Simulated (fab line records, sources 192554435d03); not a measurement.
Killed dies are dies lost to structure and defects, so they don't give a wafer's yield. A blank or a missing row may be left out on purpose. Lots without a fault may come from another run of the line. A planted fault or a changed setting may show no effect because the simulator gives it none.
fab line records | flow n5_finfet
record lots=12 wafers=36 last_day=18
route steps=1938 shown BEOL_M7@1277
lots that met no fault: from a run of the same line without faults
start_h: hours from the record's first day to the start of the lot's first wafer shown | wait_h: hours since the lot's step before | " the same as in the row above | L1.1+2: a row that stands for several wafers | - no value, or no start given | * or withheld: withheld | < > ~ a bound
route shown NAME@n: a module of which the file shows steps, and the number in the route of the first | usual: mean/standard deviation of fault-free wafers | same: alike in all rows | chamber/n: place in a boat | sites: the reading at each site | _std_site: their standard deviation | _edge_site: outer sites' mean less inner sites' | radius_mm: how far each site lies from the wafer's centre | mask NAME#n: copy n | behind: the tool/chamber that last shaped the wafer | hold: why the lot was held/for how many hours/how that ended | device: the transistor (n, p or np) that didn't switch | end of line: the same wafers' tests at the end of the route | a step without rows: its recipe alone | killed: dies lost to structure and defects at the first sort, not the wafer's yield | map: a wafer's dies, x killed, . not, _ none there
set.NAME: the setting as run; set.NAME@STEP: as run at that earlier step | model.NAME: the simulator's own value behind a step, which no gauge read
steps of the route over a sample of lots; a table a step, a row a wafer
services: from which hour (start_h, from the record's first day; less than 0 if before it) a tool's chamber was out of use, for how many hours, and why
## steps
# step N5_BEOL_M7_OVL_MEAS_12
# recipe points_per_wafer=44
# usual M7_OVL=0.0/0.77
# columns lot.wafer tool chamber start_h wait_h M7_OVL[nm]
L716.2 overlay-02 0 197.07 0.0 0.5
L716.3 " 0 " " 0.9
L716.6 " 0 " " -0.2
L719.3 overlay-02 0 216.31 0.0 0.9
L719.5 " 0 " " 1.4
L719.6 " 0 " " -0.1
L720.2 overlay-01 0 221.75 0.0 1.6
L720.4 " 0 " " 0.9
L720.6 " 0 " " 0.0
L722.1 overlay-02 0 231.50 0.0 -0.9
L722.3 " 0 " " -0.1
L722.5 " 0 " " -0.5
L721.2 overlay-01 0 239.43 0.0 0.8
L721.3 " 0 " " 1.2
L721.6 " 0 " " 1.1
L725.3 overlay-01 0 244.93 0.0 0.8
L725.4 " 0 " " -1.1
L725.5 " 0 " " -0.1
L727.2 overlay-02 0 269.77 0.0 -0.2
L727.3 " 0 " " -0.9
L727.5 " 0 " " 0.0
L730.2 overlay-01 0 283.84 0.0 0.3
L730.5 " 0 " " -0.6
L730.6 " 0 " " 0.9
L732.1 overlay-01 0 291.12 0.0 0.9
L732.2 " 0 " " -0.2
L732.6 " 0 " " -0.5
L736.1 overlay-02 0 311.11 0.0 -0.7
L736.5 " 0 " " -0.1
L736.6 " 0 " " 0.5
L737.1 overlay-01 0 330.15 0.0 -0.1
L737.2 " 0 " " -0.3
L737.4 " 0 " " 0.7
L739.1 overlay-02 0 342.96 0.0 -0.6
L739.3 " 0 " " -0.3
L739.5 " 0 " " -1.3
# step N5_BEOL_M7_CD_MEAS_18
# recipe pitch_nm=80 target_cd_nm=40
# usual cd_nm=40.0/0.53
# columns lot.wafer tool chamber start_h wait_h cd_nm
L716.2 cd_sem-01 - 197.58 0.1 40.2
L716.3 " - " " 39.9
L716.6 " - " " 40.1
L719.3 cd_sem-03 - 216.84 0.1 39.9
L719.5 " - " " 39.9
L719.6 " - " " 40.3
L720.2 cd_sem-02 - 222.32 0.1 39.0
L720.4 " - " " 39.8
L720.6 " - " " 39.6
L722.1 cd_sem-02 - 232.02 0.0 40.7
L722.3 " - " " 39.8
L722.5 " - " " 39.3
L721.2 cd_sem-02 - 240.10 0.1 39.6
L721.3 " - " " 39.8
L721.6 " - " " 39.9
L725.3 cd_sem-01 - 245.45 0.1 40.7
L725.4 " - " " 39.0
L725.5 " - " " 40.0
L727.2 cd_sem-02 - 270.50 0.1 39.6
L727.3 " - " " 39.5
L727.5 " - " " 39.8
L730.2 cd_sem-01 - 284.86 0.1 40.2
L730.5 " - " " 39.9
L730.6 " - " " 40.5
L732.1 cd_sem-01 - 291.64 0.0 40.0
L732.2 " - " " 39.0
L732.6 " - " " 39.8
L736.1 cd_sem-01 - 311.63 0.0 39.3
L736.5 " - " " 40.3
L736.6 " - " " 40.0
L737.1 cd_sem-03 - 331.02 0.0 40.7
L737.2 " - " " 40.4
L737.4 " - " " 40.7
L739.1 cd_sem-01 - 343.50 0.0 39.2
L739.3 " - " " 40.9
L739.5 " - " " 40.1
# step N5_BEOL_M7_COAT_71
# recipe resist=underlayer temp_c=205 time_s=60 spin_rpm=1500 resist_thk_nm=5
# usual heater_power_total_W=391.8/1.4 resist_line_temp_C=23.01/0.098 spin_speed_rpm=1499.8/1
# columns lot.wafer tool chamber start_h wait_h heater_power_total_W resist_line_temp_C spin_speed_rpm
L716.2 litho_track-05 0 199.90 - 391.1 23.06 1501.8
L716.3 " 0 " " 393.8 23.12 1500.7
L716.6 " 0 " " 391.2 23.02 1500.1
L719.3 litho_track-05 0 217.41 - 389.7 22.98 1498.7
L719.5 " 0 " " 393.3 23.05 1499.5
L719.6 " 0 " " 393.0 23.10 1498.9
L720.2 litho_track-05 0 223.24 - 394.0 22.97 1498.6
L720.4 " 0 " " 393.5 22.91 1499.5
L720.6 " 0 " " 393.4 22.97 1500.9
L722.1 litho_track-04 0 233.05 - 390.2 23.02 1499.7
L722.3 " 0 " " 391.5 22.86 1497.9
L722.5 " 0 " " 389.8 22.98 1499.5
L721.2 litho_track-03 0 240.63 - 393.0 23.11 1499.6
L721.3 " 0 " " 391.7 23.04 1499.6
L721.6 " 0 " " 392.7 23.06 1499.6
L725.3 litho_track-05 0 246.92 - 392.0 23.01 1499.6
L725.4 " 0 " " 392.3 22.84 1500.6
L725.5 " 0 " " 391.7 23.13 1500.8
L727.2 litho_track-05 0 273.20 - 390.7 23.01 1499.2
L727.3 " 0 " " 390.8 22.89 1499.8
L727.5 " 0 " " 393.3 22.86 1499.5
L730.2 litho_track-03 0 285.36 - 393.3 23.13 1497.1
L730.5 " 0 " " 393.5 23.04 1500.4
L730.6 " 0 " " 394.0 23.21 1497.2
L732.1 litho_track-05 0 293.65 - 391.9 23.29 1571.5
L732.2 " 0 " " 392.1 23.14 1571.5
L732.6 " 0 " " 393.7 23.03 1572.8
L736.1 litho_track-05 0 312.34 - 389.8 23.18 1569.5
L736.5 " 0 " " 391.4 23.06 1571.7
L736.6 " 0 " " 392.1 23.17 1571.6
L737.1 litho_track-04 0 331.06 - 390.3 23.14 1500.7
L737.2 " 0 " " 392.7 23.07 1501.1
L737.4 " 0 " " 393.5 23.14 1499.9
L739.1 litho_track-04 0 345.70 - 393.3 22.95 1499.5
L739.3 " 0 " " 392.5 22.87 1501.0
L739.5 " 0 " " 393.9 22.97 1499.1
# step N5_BEOL_M7_OVL_MEAS_29
# recipe points_per_wafer=522
# usual V6_OVL=-0.1/0.71
# columns lot.wafer tool chamber start_h wait_h V6_OVL[nm]
L716.2 overlay-01 0 200.33 0.0 0.1
L716.3 " 0 " " 0.2
L716.6 " 0 " " -0.8
L719.3 overlay-01 0 217.71 0.0 -1.2
L719.5 " 0 " " -0.4
L719.6 " 0 " " -0.4
L720.2 overlay-02 0 223.54 0.0 0.5
L720.4 " 0 " " 1.1
L720.6 " 0 " " 0.5
L722.1 overlay-02 0 233.34 0.0 -0.3
L722.3 " 0 " " 0.5
L722.5 " 0 " " 0.0
L721.2 overlay-01 0 241.06 0.0 -1.0
L721.3 " 0 " " -1.2
L721.6 " 0 " " -0.9
L725.3 overlay-01 0 247.23 0.0 0.0
L725.4 " 0 " " 0.3
L725.5 " 0 " " 0.6
L727.2 overlay-01 0 273.50 0.0 0.8
L727.3 " 0 " " -1.2
L727.5 " 0 " " -0.3
L730.2 overlay-01 0 285.66 0.0 -0.1
L730.5 " 0 " " -0.3
L730.6 " 0 " " -1.2
L732.1 overlay-01 0 293.98 0.0 -0.3
L732.2 " 0 " " 0.5
L732.6 " 0 " " 0.6
L736.1 overlay-01 0 312.64 0.0 -0.2
L736.5 " 0 " " 0.1
L736.6 " 0 " " -0.4
L737.1 overlay-02 0 331.48 0.0 -0.8
L737.2 " 0 " " -0.6
L737.4 " 0 " " 0.4
L739.1 overlay-02 0 346.15 0.1 -0.9
L739.3 " 0 " " -0.8
L739.5 " 0 " " -0.9
## services
# columns tool chamber start_h hours kind
litho_track-03 - 211.95 - consumable_replace:filter
litho_track-04 - 222.54 - consumable_replace:filter
litho_track-04 - 269.25 - consumable_replace:filter
## key
first_sign step=N5_BEOL_M7_COAT_71 reading=spin_speed_rpm direction=up sigmas=69 usual=* struck=*
effect none on later readings
met_at N5_BEOL_M7_COAT_71
struck_lots L732,L736
not_acting_at N5_BEOL_M7_OVL_MEAS_12,N5_BEOL_M7_CD_MEAS_18,N5_BEOL_M7_OVL_MEAS_29
onset_between 273.20 293.65
fault kind=process_parameter_drift tool=litho_track-05 chamber=- onset_h=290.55 steps=N5_BEOL_M7_COAT_71 channel=spin_rpm offset=* shape=step end_h=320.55 acts_in=* stated=*
